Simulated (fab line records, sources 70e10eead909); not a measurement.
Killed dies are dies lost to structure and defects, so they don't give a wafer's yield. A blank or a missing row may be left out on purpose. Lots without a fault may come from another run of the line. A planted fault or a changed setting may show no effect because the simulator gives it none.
fab line records | flow nand_harc
record lots=15 wafers=43 last_day=25
route steps=1159 shown A_SOURCE_PLATE@420 A_ONON_D1@429 A_CHANNEL_HOLE_D1@462
lots that met no fault: from a run of the same line without faults
start_h: hours from the record's first day to the start of the lot's first wafer shown | wait_h: hours since the lot's step before | " the same as in the row above | L1.1+2: a row that stands for several wafers | - no value, or no start given | * or withheld: withheld | < > ~ a bound
route shown NAME@n: a module of which the file shows steps, and the number in the route of the first | usual: mean/standard deviation of fault-free wafers | same: alike in all rows | chamber/n: place in a boat | sites: the reading at each site | _std_site: their standard deviation | _edge_site: outer sites' mean less inner sites' | radius_mm: how far each site lies from the wafer's centre | mask NAME#n: copy n | behind: the tool/chamber that last shaped the wafer | hold: why the lot was held/for how many hours/how that ended | device: the transistor (n, p or np) that didn't switch | end of line: the same wafers' tests at the end of the route | a step without rows: its recipe alone | killed: dies lost to structure and defects at the first sort, not the wafer's yield | map: a wafer's dies, x killed, . not, _ none there
set.NAME: the setting as run; set.NAME@STEP: as run at that earlier step | model.NAME: the simulator's own value behind a step, which no gauge read
steps of the route over a sample of lots; a table a step, a row a wafer
services: from which hour (start_h, from the record's first day; less than 0 if before it) a tool's chamber was out of use, for how many hours, and why
## steps
# step NHARC_A_SOURCE_PLATE_THK_MEAS_06
# recipe thk_meas_gauge=ellipsometry
# usual thk_nm=200.1/2.1
# columns lot.wafer tool chamber start_h wait_h thk_nm
L338.1 film_metro-02 - 171.13 0.4 200.0
L338.3 " - " " 202.3
L338.5 " - " " 201.9
L336.1 film_metro-01 - 171.13 0.4 202.5
L336.3 " - " " 203.3
L336.4 " - " " 204.6
L337.1 film_metro-02 - 175.00 0.4 199.2
L337.3 " - " " 198.0
L337.6 " - " " 198.1
L340.1 film_metro-02 - 180.53 0.4 200.0
L340.4 " - " " 198.1
L340.5 " - " " 199.6
L341.2 film_metro-01 - 180.53 0.4 203.2
L341.5 " - " " 201.2
L341.6 " - " " 200.1
L343.1 film_metro-02 - 202.89 0.4 200.9
L343.2 " - " " 201.3
L343.6 " - " " 198.8
L342.2 film_metro-01 - 202.89 0.4 198.4
L342.5 " - " " 198.6
L342.6 " - " " 197.4
L348.2 film_metro-01 - 249.16 0.4 201.2
L348.3 " - " " 201.9
L349.2 film_metro-01 - 254.43 0.4 200.8
L349.6 " - " " 199.7
L353.1 film_metro-01 - 261.03 0.4 201.6
L353.2 " - " " 200.4
L353.5 " - " " 201.4
L351.1 film_metro-01 - 261.03 0.4 198.2
L351.3 " - " " 198.5
L351.4 " - " " 197.1
L352.2 film_metro-02 - 261.04 0.4 202.9
L352.3 " - " " 202.7
L352.4 " - " " 201.7
L354.2 film_metro-02 - 270.20 0.4 199.6
L354.4 " - " " 200.0
L354.5 " - " " 200.0
L355.1 film_metro-01 - 278.97 0.4 202.8
L355.3 " - " " 201.0
L355.5 " - " " 204.0
L357.1 film_metro-02 - 284.58 0.4 200.3
L357.3 " - " " 202.0
L357.5 " - " " 201.5
# step NHARC_A_ONON_D1_THK_MEAS_08
# recipe thk_meas_gauge=ellipsometry
# usual thk_nm=999/8.4
# columns lot.wafer tool chamber start_h wait_h thk_nm
L336.1 film_metro-02 - 172.93 - 997
L336.3 " - " " 998
L336.4 " - " " 998
L338.1 film_metro-01 - 172.94 - 993
L338.3 " - " " 994
L338.5 " - " " 995
L337.1 film_metro-01 - 176.81 - 994
L337.3 " - " " 995
L337.6 " - " " 995
L340.1 film_metro-01 - 182.30 - 1001
L340.4 " - " " 1002
L340.5 " - " " 1002
L341.2 film_metro-02 - 182.58 - 989
L341.5 " - " " 991
L341.6 " - " " 991
L343.1 film_metro-01 - 204.66 - 1001
L343.2 " - " " 1000
L343.6 " - " " 1001
L342.2 film_metro-02 - 204.67 - 993
L342.5 " - " " 995
L342.6 " - " " 994
L348.2 film_metro-01 - 250.96 - 999
L348.3 " - " " 999
L349.2 film_metro-02 - 256.20 - 1004
L349.6 " - " " 1004
L351.1 film_metro-02 - 262.83 - 987
L351.3 " - " " 987
L351.4 " - " " 990
L352.2 film_metro-01 - 262.94 - 1004
L352.3 " - " " 1002
L352.4 " - " " 1004
L353.1 film_metro-02 - 262.94 - 1002
L353.2 " - " " 1002
L353.5 " - " " 1001
L354.2 film_metro-01 - 272.02 - 1007
L354.4 " - " " 1007
L354.5 " - " " 1006
L355.1 film_metro-02 - 280.79 - 987
L355.3 " - " " 987
L355.5 " - " " 988
L357.1 film_metro-01 - 286.35 - 1006
L357.3 " - " " 1004
L357.5 " - " " 1005
# step NHARC_A_ONON_D1_DEP_19
# recipe target_thk_a=10000 n2_flow_sccm=2750 n2o_flow_sccm=2000 nh3_flow_sccm=500 sih4_flow_sccm=210 temp_c=400
# columns lot.wafer tool chamber start_h wait_h
L336.1+3+4 pecvd_onon-03 0 181.37 0.1
L338.1+3+5 pecvd_onon-02 0 181.58 0.1
L337.1+3+6 pecvd_onon-02 0 185.04 0.1
L340.1+4+5 pecvd_onon-03 0 192.69 0.1
L341.2+5+6 pecvd_onon-04 0 192.76 0.1
L343.1+2+6 pecvd_onon-02 0 213.90 0.1
L342.2+5+6 pecvd_onon-04 0 213.97 0.1
L348.2+3 pecvd_onon-04 0 259.27 0.1
L349.2+6 pecvd_onon-04 0 264.54 0.1
L353.1+2+5 pecvd_onon-03 0 273.89 0.1
L351.1+3+4 pecvd_onon-04 0 273.89 0.1
L352.2+3+4 pecvd_onon-02 0 273.95 0.1
L354.2+4+5 pecvd_onon-03 0 281.58 0.1
L355.1+3+5 pecvd_onon-03 0 290.89 0.1
L357.1+3+5 pecvd_onon-03 0 294.66 0.1
# step NHARC_A_ONON_D1_THK_MEAS_21
# recipe thk_meas_gauge=ellipsometry
# usual thk_nm=998/8.2
# columns lot.wafer tool chamber start_h wait_h thk_nm
L336.1 film_metro-02 - 181.87 - 995
L336.3 " - " " 994
L336.4 " - " " 994
L338.1 film_metro-02 - 182.08 - 1008
L338.3 " - " " 1003
L338.5 " - " " 1006
L337.1 film_metro-02 - 185.55 - 995
L337.3 " - " " 997
L337.6 " - " " 996
L340.1 film_metro-01 - 193.20 - 986
L340.4 " - " " 986
L340.5 " - " " 984
L341.2 film_metro-02 - 193.24 - 1008
L341.5 " - " " 1008
L341.6 " - " " 1008
L343.1 film_metro-01 - 214.41 - 996
L343.2 " - " " 995
L343.6 " - " " 995
L342.2 film_metro-01 - 214.43 - 1002
L342.5 " - " " 1003
L342.6 " - " " 1001
L348.2 film_metro-02 - 259.73 - 911
L348.3 " - " " 910
L349.2 film_metro-02 - 264.99 - 905
L349.6 " - " " 992
L353.1 film_metro-02 - 274.40 - 991
L353.2 " - " " 991
L353.5 " - " " 992
L352.2 film_metro-01 - 274.40 - 987
L352.3 " - " " 988
L352.4 " - " " 988
L351.1 film_metro-02 - 274.40 - 1000
L351.3 " - " " 914
L351.4 " - " " 1001
L354.2 film_metro-01 - 282.04 - 1002
L354.4 " - " " 1002
L354.5 " - " " 1002
L355.1 film_metro-02 - 291.40 - 1006
L355.3 " - " " 1005
L355.5 " - " " 1006
L357.1 film_metro-01 - 295.17 - 1002
L357.3 " - " " 1000
L357.5 " - " " 1000
# step NHARC_A_CHANNEL_HOLE_D1_CD_MEAS_10
# recipe target_cd_nm=100 landing_energy_ev=500
# usual cd_nm=100.2/0.6
# same landing_energy_ev=500
# columns lot.wafer tool chamber start_h wait_h cd_nm
L336.1 cd_sem-01 0 188.54 - 100.3
L336.3 " 0 " " 101.5
L336.4 " 0 " " 100.7
L338.1 cd_sem-02 0 189.38 - 100.8
L338.3 " 0 " " 100.4
L338.5 " 0 " " 100.5
L337.1 cd_sem-03 0 190.56 - 100.1
L337.3 " 0 " " 100.1
L337.6 " 0 " " 99.4
L340.1 cd_sem-02 0 198.04 - 99.1
L340.4 " 0 " " 100.4
L340.5 " 0 " " 100.1
L341.2 cd_sem-01 0 198.50 - 99.4
L341.5 " 0 " " 99.9
L341.6 " 0 " " 99.4
L343.1 cd_sem-01 0 219.56 - 100.3
L343.2 " 0 " " 100.9
L343.6 " 0 " " 101.4
L342.2 cd_sem-02 0 220.92 - 100.6
L342.5 " 0 " " 101.3
L342.6 " 0 " " 101.4
L349.6 cd_sem-02 0 271.07 - 100.0
L351.1 cd_sem-02 0 280.76 - 100.0
L351.4 " 0 " " 100.1
L353.1 cd_sem-02 0 281.46 - 100.4
L353.2 " 0 " " 100.9
L353.5 " 0 " " 100.9
L352.2 cd_sem-03 0 281.87 - 100.6
L352.3 " 0 " " 100.6
L352.4 " 0 " " 99.8
L354.2 cd_sem-02 0 288.59 - 100.0
L354.4 " 0 " " 100.3
L354.5 " 0 " " 99.7
L355.1 cd_sem-01 0 296.60 - 100.5
L355.3 " 0 " " 100.6
L355.5 " 0 " " 100.8
L357.1 cd_sem-01 0 300.49 - 100.7
L357.3 " 0 " " 100.4
L357.5 " 0 " " 99.6
## services
# columns tool chamber start_h hours kind
pecvd_onon-04 - 237.00 13.0 pm
pecvd_onon-02 - 292.00 13.0 pm
## key
first_sign step=NHARC_A_ONON_D1_THK_MEAS_21 reading=thk_nm direction=down sigmas=11 usual=998 struck=910
effect none on later readings
met_at NHARC_A_ONON_D1_DEP_19
struck_lots L348,L349,L351
struck_wafers L348.2,L348.3,L349.2,L351.3
later_rows_left_out L348.2,L348.3,L349.2,L351.3
sort_left_out L348.2,L348.3,L349.2,L351.3
tester_left_out L348,L349,L351
not_acting_at NHARC_A_SOURCE_PLATE_THK_MEAS_06,NHARC_A_ONON_D1_THK_MEAS_08,NHARC_A_CHANNEL_HOLE_D1_CD_MEAS_10
onset_between 213.97 259.27
fault kind=process_parameter_drift tool=pecvd_onon-04 chamber=- onset_h=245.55 steps=NHARC_A_ONON_D1_DEP_19 channel=target_thk_a offset=* shape=step end_h=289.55 scope=struck_wafers_only acts_in=* stated=*
# tester_left_out: of these lots the tester's yield and bins aren't shown, on N5 and GAA mostly nor the transistor test; their killed dies are dies lost to structure and defects alone, not to doping, threshold or leakage, so they don't give the yield
# sort_left_out: the simulated sort isn't trusted on such a fault, so these wafers' sort isn't shown, and their yield isn't known
# later_rows_left_out: the simulator's readings of these wafers behind a module that went badly wrong aren't trusted and aren't shown, but for the sort
